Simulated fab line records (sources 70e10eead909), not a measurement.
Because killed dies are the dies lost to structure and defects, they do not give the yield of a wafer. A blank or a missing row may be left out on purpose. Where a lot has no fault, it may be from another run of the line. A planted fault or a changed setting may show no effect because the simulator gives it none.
fab line records ; flow nand_harc ; part 1 of 2: steps 1 to 4 of 6
record: lots: 19; wafers: 57; last_day: 34
route steps=1302 shown A_STAIRCASE@705
lots that met no fault: taken from a fault-free run of the same line
start_h: start of the lot's first displayed wafer, in hours after the record's first day ; wait_h: hours elapsed since this lot's preceding step ; " unchanged from the row above ; L1.1+2: several wafers, shown together as one row ; - no value, or no start was given ; * or withheld: withheld ; < > ~ a bound
route shown NAME@n: names a module that has steps shown in the file, with the first one's number in the route ; usual: the fault-free wafers' mean and standard deviation ; same: alike in all rows ; chamber/n: place in a boat ; sites: each site's reading ; _std_site: how widely they spread, as a standard deviation ; _edge_site: outer sites' mean less inner sites' ; radius_mm: for every site, how far away it sits from the centre of the wafer ; mask NAME#n: copy n ; behind: the most recent tool/chamber to have shaped the wafer ; hold: the reason the lot was held/the length of the hold in hours/how it ended ; device: whichever transistor did not switch (one of n, p or np) ; end of line: the tests these same wafers got at the end of their route ; a step given without rows: its recipe and nothing more ; killed: at the first sort, the dies lost to defects and structure; wafer yield is something else ; map: dies across one wafer; x = killed, . = not, _ = none there
set.NAME: the setting the step ran with; set.NAME@STEP: the setting that earlier step ran with ; model.NAME: the simulator's own value behind a step, which no gauge read
steps of the route over a sample of lots; a table a step, a row a wafer
services: the hour from which a tool's chamber was out of use, counted from the record's first day as start_h (under 0 if before that day), plus the number of hours and why
== steps ==
step: NHARC_A_STAIRCASE_TRIM_191
recipe: time_s: 211.2; o2_flow_sccm: 500; ar_flow_sccm: 0; bias_w: 0; chemistry: O2
usual: drypump_motor_current_A: 5.8/0.55; oes_product_au: 0.998/0.0081; rf_vpp_V: 57.8/0.91; showerhead_plenum_p_Torr: 3.51/0.16; throttle_valve_pct: 17.036/0.0081
lot.wafer;tool;chamber;start_h;wait_h;drypump_motor_current_A;oes_product_au;rf_hours_counter_h;rf_vpp_V;showerhead_plenum_p_Torr;throttle_valve_pct
L074.4;rie_diel-07;2;-;-;6.5;0.990;22;57.2;3.55;17.049
L074.3;rie_diel-07;0;-;-;6.1;0.988;18;58.1;3.59;17.026
L074.6;rie_diel-07;2;-;-;6.5;1.004;-;57.2;3.55;17.038
L075.1;rie_diel-02;2;-;-;5.4;1.001;46;56.6;3.34;17.038
L075.2;rie_diel-02;3;-;-;5.3;1.003;45;57.9;3.50;17.040
L075.4;rie_diel-02;0;-;-;4.9;1.007;48;58.0;3.27;17.025
L076.1;rie_diel-04;1;-;-;6.8;1.001;5;56.9;3.64;17.036
L076.4;rie_diel-04;2;-;-;6.3;1.004;3;58.8;3.42;17.031
L076.6;rie_diel-04;0;-;-;6.1;0.998;-;56.8;3.32;17.033
L077.3;rie_diel-04;2;-;-;6.3;0.990;7;57.0;3.42;17.032
L077.1;rie_diel-04;0;-;-;6.1;0.993;8;57.8;3.32;17.029
L077.5;rie_diel-04;2;-;-;6.3;0.997;-;58.4;3.42;17.036
L079.4;rie_diel-02;2;-;-;5.4;0.984;1;58.0;3.33;17.034
L079.1;rie_diel-02;0;-;-;4.9;1.008;1;57.8;3.81;17.041
L079.5;rie_diel-02;3;-;-;5.4;0.992;-;57.2;3.49;17.044
L080.3;rie_diel-04;2;-;-;6.3;1.011;19;59.1;3.41;17.046
L080.4;rie_diel-04;0;-;-;6.1;0.987;27;57.4;3.31;17.013
L080.5;rie_diel-04;2;-;-;6.4;0.998;-;57.9;3.41;17.032
L081.2;rie_diel-02;1;-;-;5.7;0.993;11;58.6;3.40;17.030
L081.5;rie_diel-02;0;-;-;4.9;0.996;-;58.1;3.80;17.035
L081.6;rie_diel-02;1;-;-;5.7;0.993;-;56.4;3.40;17.042
L083.1;rie_diel-07;1;-;-;6.1;0.982;48;58.8;3.74;17.051
L083.2;rie_diel-07;2;-;-;6.5;0.986;42;59.3;3.54;17.032
L083.6;rie_diel-07;2;-;-;6.5;1.001;-;58.1;3.54;17.045
L084.1;rie_diel-02;1;-;-;5.7;0.995;14;56.6;3.40;17.027
L084.3;rie_diel-02;2;-;-;5.4;0.990;15;56.7;3.33;17.041
L084.6;rie_diel-02;1;-;-;5.7;0.982;-;58.3;3.40;17.048
L086.2;rie_diel-02;0;-;-;4.9;0.991;27;56.7;3.79;17.047
L086.4;rie_diel-02;2;-;-;5.4;0.978;-;59.1;3.32;17.048
L086.6;rie_diel-02;3;-;-;5.4;0.988;-;57.1;3.48;17.042
L085.1;rie_diel-04;2;-;-;6.3;1.009;42;56.2;3.40;17.031
L085.2;rie_diel-04;0;-;-;6.1;1.009;51;55.8;3.30;17.030
L085.5;rie_diel-04;1;-;-;6.8;1.005;-;57.4;3.62;17.044
L088.4;rie_diel-04;3;-;-;6.0;0.995;52;58.5;3.42;17.026
L088.2;rie_diel-04;0;-;-;6.1;0.996;59;57.8;3.29;17.038
L088.5;rie_diel-04;3;-;-;6.0;0.997;-;59.1;3.42;17.038
L089.4;rie_diel-07;2;-;-;6.5;1.008;6;58.8;3.53;17.038
L089.2;rie_diel-07;3;-;-;5.1;1.004;6;57.9;3.41;17.036
L089.3;rie_diel-07;0;-;-;6.1;1.001;6;57.9;3.57;17.019
L091.2;rie_diel-02;1;-;-;5.7;0.998;39;57.5;3.39;17.038
L091.4;rie_diel-02;3;-;-;5.4;0.988;50;57.5;3.46;17.039
L091.5;rie_diel-02;0;-;-;4.9;0.994;-;57.9;3.78;17.040
L092.1;rie_diel-07;3;-;-;5.1;0.996;19;57.0;3.40;17.032
L092.3;rie_diel-07;1;-;-;6.1;1.010;19;58.4;3.73;17.045
L092.6;rie_diel-07;0;-;-;6.1;1.000;-;58.5;3.56;17.034
L094.4;rie_diel-04;2;-;-;6.4;0.989;8;57.2;3.39;17.042
L094.1;rie_diel-04;3;-;-;6.0;1.004;7;58.2;3.41;17.033
L094.2;rie_diel-04;0;-;-;6.1;1.001;7;59.0;3.80;17.031
L093.4;rie_diel-04;3;-;-;6.0;1.009;10;57.4;3.41;17.037
L093.1;rie_diel-04;0;-;-;6.1;1.002;10;59.8;3.80;17.020
L093.6;rie_diel-04;3;-;-;6.0;1.008;-;57.3;3.41;17.041
L097.1;rie_diel-04;2;-;-;6.4;0.998;16;58.7;3.38;17.033
L097.4;rie_diel-04;1;-;-;6.7;1.005;18;57.5;3.60;17.053
L097.5;rie_diel-04;2;-;-;6.3;1.002;-;57.9;3.38;17.024
L096.2;rie_diel-02;0;-;-;4.9;1.009;4;59.2;3.78;17.043
L096.6;rie_diel-02;3;-;-;5.4;0.988;-;58.0;3.46;17.043
L096.5;rie_diel-02;0;-;-;4.9;0.996;-;59.7;3.78;17.048
step: NHARC_A_STAIRCASE_TRIM_224
recipe: time_s: 211.2; o2_flow_sccm: 500; ar_flow_sccm: 0; bias_w: 0; chemistry: O2
usual: drypump_motor_current_A: 5.8/0.55; oes_product_au: 0.998/0.0081; rf_vpp_V: 57.7/0.81; showerhead_plenum_p_Torr: 3.51/0.15; throttle_valve_pct: 17.035/0.0094
lot.wafer;tool;chamber;start_h;wait_h;drypump_motor_current_A;oes_product_au;rf_hours_counter_h;rf_vpp_V;showerhead_plenum_p_Torr;throttle_valve_pct
L074.4;rie_diel-02;0;-;-;4.9;1.007;48;56.8;3.27;17.034
L074.3;rie_diel-02;3;-;-;5.4;0.997;46;57.0;3.50;17.045
L074.6;rie_diel-02;1;-;-;5.7;1.002;-;58.1;3.41;17.050
L075.1;rie_diel-04;2;-;-;6.3;1.007;0;57.3;3.42;17.035
L075.2;rie_diel-04;3;-;-;6.0;0.998;0;58.7;3.45;17.044
L075.4;rie_diel-04;0;-;-;6.1;1.001;0;57.3;3.32;17.020
L076.4;rie_diel-07;2;-;-;6.5;0.993;26;56.7;3.55;17.046
L076.1;rie_diel-07;3;-;-;5.0;0.991;23;57.3;3.43;17.049
L076.6;rie_diel-07;1;-;-;6.1;0.983;-;57.6;3.76;17.019
L077.1;rie_diel-04;3;-;-;6.0;0.992;9;58.4;3.45;17.040
L077.3;rie_diel-04;1;-;-;6.8;0.995;15;56.9;3.63;17.029
L077.5;rie_diel-04;3;-;-;6.0;0.996;-;58.7;3.45;17.042
L079.1;rie_diel-02;1;-;-;5.6;0.989;2;58.2;3.41;17.027
L079.4;rie_diel-02;2;-;-;5.5;0.990;2;56.7;3.33;17.038
L079.5;rie_diel-02;0;-;-;4.9;1.005;-;57.8;3.81;17.034
L080.3;rie_diel-04;1;-;-;6.7;0.997;28;58.4;3.63;17.042
L080.4;rie_diel-04;2;-;-;6.3;1.005;20;58.5;3.41;17.025
L080.5;rie_diel-04;3;-;-;6.0;1.012;-;57.5;3.44;17.031
L081.2;rie_diel-07;3;-;-;5.1;0.995;47;56.7;3.41;17.040
L081.6;rie_diel-07;2;-;-;6.5;0.992;-;58.1;3.54;17.032
L081.5;rie_diel-07;3;-;-;5.1;1.005;-;57.9;3.41;17.034
L083.1;rie_diel-04;2;-;-;6.3;1.005;34;57.9;3.40;17.032
L083.2;rie_diel-04;0;-;-;6.1;0.995;42;58.0;3.30;17.053
L083.6;rie_diel-04;2;-;-;6.3;1.010;-;57.8;3.40;17.049
L084.3;rie_diel-02;0;-;-;4.9;1.008;15;59.9;3.80;17.036
L084.1;rie_diel-02;1;-;-;5.7;0.993;15;57.2;3.40;17.054
L084.6;rie_diel-02;3;-;-;5.4;0.987;-;57.8;3.48;17.034
L086.2;rie_diel-02;0;-;-;4.9;0.993;29;58.2;3.79;17.032
L086.4;rie_diel-02;3;-;-;5.4;0.982;30;58.5;3.48;17.041
L086.6;rie_diel-02;1;-;-;5.7;0.982;-;57.3;3.40;17.046
L085.1;rie_diel-02;3;-;-;5.4;0.997;31;57.8;3.47;17.040
L085.2;rie_diel-02;0;-;-;4.9;0.996;30;59.0;3.79;17.047
L085.5;rie_diel-02;3;-;-;5.3;0.996;-;55.7;3.47;17.030
L088.4;rie_diel-02;0;-;-;4.9;0.998;35;59.5;3.79;17.029
L088.2;rie_diel-02;2;-;-;5.4;0.987;31;57.6;3.32;17.013
L088.5;rie_diel-02;3;-;-;5.4;0.991;-;58.8;3.47;17.014
L089.2;rie_diel-02;2;-;-;5.4;0.979;31;57.3;3.32;17.033
L089.3;rie_diel-02;3;-;-;5.4;0.986;36;58.0;3.47;17.032
L089.4;rie_diel-02;0;-;-;4.9;0.995;35;57.6;3.79;17.026
L091.2;rie_diel-07;3;-;-;5.1;1.003;21;58.4;3.40;17.054
L091.4;rie_diel-07;0;-;-;6.0;1.002;19;55.8;3.56;17.024
L091.5;rie_diel-07;3;-;-;5.1;1.001;-;58.2;3.40;17.040
L092.1;rie_diel-07;1;-;-;6.1;1.003;20;57.8;3.73;17.028
L092.3;rie_diel-07;0;-;-;6.1;1.003;19;57.2;3.56;17.036
L092.6;rie_diel-07;2;-;-;6.5;1.010;-;57.8;3.53;17.031
L094.1;rie_diel-07;3;-;-;5.1;0.985;31;56.2;3.40;17.029
L094.4;rie_diel-07;0;-;-;6.1;1.004;29;58.3;3.56;17.046
L094.2;rie_diel-07;1;-;-;6.1;1.002;35;58.1;3.72;17.032
L093.1;rie_diel-07;1;-;-;6.1;0.994;36;57.6;3.72;17.024
L093.4;rie_diel-07;2;-;-;6.5;1.007;34;56.7;3.52;17.029
L093.6;rie_diel-07;1;-;-;6.1;0.990;-;58.6;3.72;17.034
L097.4;rie_diel-02;2;-;-;5.4;0.989;4;58.2;3.30;17.033
L097.1;rie_diel-02;3;-;-;5.4;1.008;4;57.2;3.46;17.031
L097.5;rie_diel-02;3;-;-;5.4;1.013;-;57.8;3.46;17.041
L096.2;rie_diel-04;1;-;-;6.7;0.998;19;57.6;3.60;17.038
L096.6;rie_diel-04;3;-;-;6.1;1.001;-;57.8;3.41;17.033
L096.5;rie_diel-04;0;-;-;6.0;0.999;-;57.3;3.80;17.046
step: NHARC_A_STAIRCASE_DESCUM_270
recipe: time_s: 3; o2_flow_sccm: 200; ar_flow_sccm: 0; bias_power_w: 0; chemistry: O2
usual: drypump_motor_current_A: 5.8/0.53; oes_product_au: 0.998/0.0089; rf_vpp_V: 57.7/0.98; showerhead_plenum_p_Torr: 1.89/0.088; throttle_valve_pct: 11.312/0.0091
same: bias_power_w: 0
lot.wafer;tool;chamber;start_h;wait_h;drypump_motor_current_A;oes_product_au;rf_hours_counter_h;rf_vpp_V;showerhead_plenum_p_Torr;throttle_valve_pct
L074.3;rie_diel-07;0;375.67;-;6.0;0.999;20;59.1;1.95;11.316
L074.4;rie_diel-07;1;375.67;-;6.1;0.992;23;58.0;2.05;11.307
L074.6;rie_diel-07;3;375.67;-;5.1;1.009;-;57.1;1.86;11.312
L075.2;rie_diel-04;0;380.01;-;6.1;1.002;6;56.8;1.79;11.298
L075.4;rie_diel-04;1;380.01;-;6.7;0.986;7;57.5;1.98;11.305
L075.1;rie_diel-04;2;380.01;-;6.3;0.999;5;58.6;1.85;11.318
L076.1;rie_diel-04;2;390.64;-;6.3;1.015;9;57.6;1.85;11.314
L076.4;rie_diel-04;0;390.64;-;6.1;1.008;12;57.5;1.79;11.292
L076.6;rie_diel-04;2;390.64;-;6.3;1.011;-;57.8;1.85;11.315
L077.3;rie_diel-04;1;401.41;-;6.8;0.998;17;59.0;1.97;11.314
L077.1;rie_diel-04;2;401.41;-;6.3;0.997;12;58.4;1.85;11.301
L077.5;rie_diel-04;3;401.41;-;6.0;1.014;-;57.2;1.87;11.305
L079.1;rie_diel-02;2;417.90;-;5.4;0.988;3;57.1;1.80;11.303
L079.4;rie_diel-02;1;417.90;-;5.7;0.998;3;56.5;1.84;11.329
L079.5;rie_diel-02;2;417.90;-;5.4;0.987;-;56.2;1.80;11.298
L080.4;rie_diel-02;3;434.24;-;5.4;0.989;7;56.0;1.89;11.316
L080.3;rie_diel-02;1;434.24;-;5.7;0.989;6;57.7;1.84;11.322
L080.5;rie_diel-02;3;434.24;-;5.4;0.991;-;59.1;1.89;11.316
L081.2;rie_diel-02;1;470.35;-;5.7;0.986;15;57.8;1.84;11.310
L081.6;rie_diel-02;0;470.35;-;4.9;1.001;-;57.8;2.07;11.311
L081.5;rie_diel-02;1;470.35;-;5.6;0.995;-;56.4;1.84;11.319
L083.1;rie_diel-04;2;473.94;-;6.3;1.007;36;57.7;1.84;11.296
L083.2;rie_diel-04;3;473.94;-;6.0;1.009;36;57.6;1.86;11.317
L083.6;rie_diel-04;0;473.94;-;6.1;1.000;-;57.2;1.78;11.308
L084.1;rie_diel-04;1;475.57;-;6.7;0.995;41;59.4;1.97;11.329
L084.3;rie_diel-04;2;475.57;-;6.3;1.005;38;57.1;1.84;11.328
L084.6;rie_diel-04;3;475.57;-;6.0;0.994;-;57.4;1.86;11.294
L086.4;rie_diel-04;0;496.89;-;6.1;0.993;56;56.5;1.78;11.301
L086.2;rie_diel-04;1;496.89;-;6.7;0.999;49;57.7;1.96;11.296
L086.6;rie_diel-04;2;496.89;-;6.3;1.004;-;56.6;1.84;11.313
L085.2;rie_diel-02;2;503.10;-;5.4;0.975;29;56.9;1.79;11.317
L085.1;rie_diel-02;3;503.10;-;5.4;0.995;34;58.3;1.88;11.320
L085.5;rie_diel-02;2;503.10;-;5.4;0.974;-;56.7;1.79;11.308
L088.4;rie_diel-07;0;518.32;-;6.0;1.007;7;58.5;1.94;11.319
L088.2;rie_diel-07;2;518.32;-;6.5;1.007;10;58.4;1.92;11.320
L088.5;rie_diel-07;0;518.32;-;6.0;0.998;-;57.9;1.94;11.311
L089.4;rie_diel-02;2;519.02;-;5.5;0.975;33;58.3;1.79;11.302
L089.3;rie_diel-02;3;519.02;-;5.3;0.999;38;57.7;1.88;11.314
L089.2;rie_diel-02;0;519.02;-;4.9;0.996;37;58.9;2.06;11.317
L091.4;rie_diel-02;2;549.76;-;5.4;0.997;46;56.8;1.79;11.331
L091.2;rie_diel-02;0;549.76;-;4.9;1.005;49;58.3;2.06;11.304
L091.5;rie_diel-02;3;549.76;-;5.3;0.999;-;57.2;1.88;11.335
L092.1;rie_diel-02;3;555.40;-;5.4;0.991;53;57.1;1.88;11.313
L092.3;rie_diel-02;0;555.40;-;4.9;0.995;50;59.9;2.06;11.325
L092.6;rie_diel-02;2;555.40;-;5.4;0.995;-;58.8;1.79;11.299
L094.1;rie_diel-02;2;589.08;-;5.4;1.000;1;55.8;1.78;11.326
L094.2;rie_diel-02;0;589.08;-;4.9;1.011;1;59.3;2.06;11.317
L094.4;rie_diel-02;1;589.08;-;5.7;1.004;1;55.6;1.83;11.313
L093.4;rie_diel-02;2;590.92;-;5.4;1.006;2;58.9;1.78;11.316
L093.1;rie_diel-02;0;590.92;-;4.9;1.002;3;58.9;2.06;11.304
L093.6;rie_diel-02;2;590.92;-;5.4;0.999;-;58.4;1.78;11.294
L097.4;rie_diel-02;1;605.92;-;5.7;0.994;7;57.2;1.83;11.314
L097.1;rie_diel-02;2;605.92;-;5.4;0.994;7;57.0;1.78;11.315
L097.5;rie_diel-02;0;605.92;-;4.9;1.012;-;58.7;2.06;11.294
L096.2;rie_diel-07;0;608.72;-;6.1;1.008;36;56.7;1.93;11.304
L096.5;rie_diel-07;2;608.72;-;6.5;1.013;-;56.5;1.90;11.307
L096.6;rie_diel-07;3;608.72;-;5.1;0.988;-;56.2;1.83;11.296
step: NHARC_A_STAIRCASE_DESCUM_291
recipe: time_s: 3; o2_flow_sccm: 200; ar_flow_sccm: 0; bias_power_w: 0; chemistry: O2
usual: drypump_motor_current_A: 5.9/0.53; oes_product_au: 0.998/0.0076; rf_vpp_V: 57.7/0.93; showerhead_plenum_p_Torr: 1.89/0.089; throttle_valve_pct: 11.310/0.009
same: bias_power_w: 0
lot.wafer;tool;chamber;start_h;wait_h;drypump_motor_current_A;oes_product_au;rf_hours_counter_h;rf_vpp_V;showerhead_plenum_p_Torr;throttle_valve_pct
L074.3;rie_diel-07;3;385.68;-;5.1;1.003;24;57.6;1.85;11.311
L074.6;rie_diel-07;3;385.68;-;5.1;1.004;-;56.7;1.85;11.312
L074.4;rie_diel-07;1;385.68;-;6.1;0.992;-;58.8;2.05;11.293
L075.2;rie_diel-02;0;387.43;-;4.9;1.013;52;57.2;1.76;11.315
L075.1;rie_diel-02;2;387.43;-;5.4;1.009;49;57.9;1.80;11.304
L075.4;rie_diel-02;2;387.43;-;5.4;1.000;-;55.6;1.80;11.310
L076.1;rie_diel-07;0;396.63;-;6.1;0.999;29;56.4;1.95;11.297
L076.4;rie_diel-07;3;396.63;-;5.1;1.002;-;58.0;1.85;11.307
L076.6;rie_diel-07;0;396.63;-;6.1;1.001;-;56.3;1.95;11.321
L077.3;rie_diel-07;2;410.85;-;6.5;1.000;28;58.2;1.92;11.313
L077.1;rie_diel-07;3;410.85;-;5.1;0.990;34;57.3;1.85;11.309
L077.5;rie_diel-07;0;410.85;-;6.0;1.000;-;58.1;1.95;11.315
L079.1;rie_diel-04;1;424.02;-;6.7;0.991;27;58.9;1.97;11.299
L079.4;rie_diel-04;2;424.02;-;6.3;1.002;19;58.9;1.85;11.312
L079.5;rie_diel-04;2;424.02;-;6.3;0.992;-;59.4;1.85;11.304
L080.4;rie_diel-07;3;440.42;-;5.1;1.005;43;57.9;1.85;11.306
L080.3;rie_diel-07;2;440.42;-;6.5;1.001;35;57.6;1.92;11.301
L080.5;rie_diel-07;3;440.42;-;5.1;1.001;-;57.5;1.85;11.316
L081.2;rie_diel-04;3;477.31;-;6.0;0.998;39;58.1;1.86;11.301
L081.6;rie_diel-04;3;477.31;-;6.0;0.991;-;56.9;1.86;11.299
L081.5;rie_diel-04;0;477.31;-;6.1;0.984;-;55.6;1.78;11.307
L083.1;rie_diel-04;1;479.68;-;6.8;1.006;43;58.2;1.97;11.304
L083.2;rie_diel-04;3;479.68;-;6.0;0.994;40;58.6;1.86;11.318
L083.6;rie_diel-04;1;479.68;-;6.7;0.987;-;57.3;1.97;11.300
L084.1;rie_diel-02;0;481.65;-;4.9;1.007;25;59.7;2.07;11.315
L084.3;rie_diel-02;3;481.65;-;5.4;0.999;27;57.5;1.88;11.305
L084.6;rie_diel-02;2;481.65;-;5.4;0.994;-;57.3;1.79;11.322
L086.2;rie_diel-04;3;505.88;-;6.0;1.009;52;56.3;1.85;11.289
L086.4;rie_diel-04;2;505.88;-;6.4;1.001;50;58.7;1.84;11.303
L086.6;rie_diel-04;3;505.88;-;6.0;1.005;-;56.7;1.85;11.316
L085.2;rie_diel-04;3;510.15;-;6.0;0.990;54;57.8;1.85;11.299
L085.1;rie_diel-04;2;510.15;-;6.3;0.991;51;57.6;1.84;11.319
L085.5;rie_diel-04;3;510.15;-;6.0;0.994;-;58.0;1.85;11.320
L088.2;rie_diel-07;2;524.10;-;6.5;1.009;13;57.9;1.91;11.309
L088.4;rie_diel-07;3;524.10;-;5.0;0.989;11;56.4;1.84;11.318
L088.5;rie_diel-07;1;524.10;-;6.1;0.987;-;57.5;2.03;11.308
L089.2;rie_diel-04;2;525.15;-;6.3;0.994;53;58.2;1.84;11.326
L089.4;rie_diel-04;3;525.15;-;6.0;0.995;57;57.2;1.85;11.309
L089.3;rie_diel-04;1;525.15;-;6.7;0.999;57;58.6;1.96;11.318
L091.4;rie_diel-02;1;557.88;-;5.7;0.993;42;58.6;1.83;11.303
L091.2;rie_diel-02;3;557.88;-;5.4;0.991;55;57.8;1.87;11.308
L091.5;rie_diel-02;0;557.88;-;4.9;1.000;-;59.4;2.06;11.320
L092.3;rie_diel-02;0;561.80;-;4.9;1.008;52;59.0;2.06;11.323
L092.1;rie_diel-02;1;561.80;-;5.7;0.985;43;56.2;1.83;11.295
L092.6;rie_diel-02;3;561.80;-;5.4;0.991;-;58.0;1.87;11.300
L094.2;rie_diel-07;0;599.61;-;6.0;0.992;33;57.8;1.93;11.313
L094.1;rie_diel-07;1;599.61;-;6.1;0.997;40;59.6;2.02;11.318
L094.4;rie_diel-07;3;599.61;-;5.1;0.993;34;57.3;1.83;11.316
L093.4;rie_diel-04;2;602.20;-;6.3;1.001;19;56.9;1.83;11.314
L093.1;rie_diel-04;0;602.20;-;6.0;0.995;18;59.3;2.07;11.289
L093.6;rie_diel-04;3;602.20;-;6.0;1.008;-;58.4;1.84;11.308
L097.1;rie_diel-02;0;616.88;-;4.9;1.004;15;57.9;2.05;11.318
L097.4;rie_diel-02;3;616.88;-;5.4;0.994;13;57.7;1.87;11.303
L097.5;rie_diel-02;1;616.88;-;5.7;0.997;-;57.8;1.83;11.320
L096.2;rie_diel-04;0;621.12;-;6.0;1.006;28;58.0;2.07;11.308
L096.5;rie_diel-04;2;621.12;-;6.3;1.005;-;58.2;1.83;11.307
L096.6;rie_diel-04;3;621.12;-;6.0;1.012;-;57.3;1.84;11.321
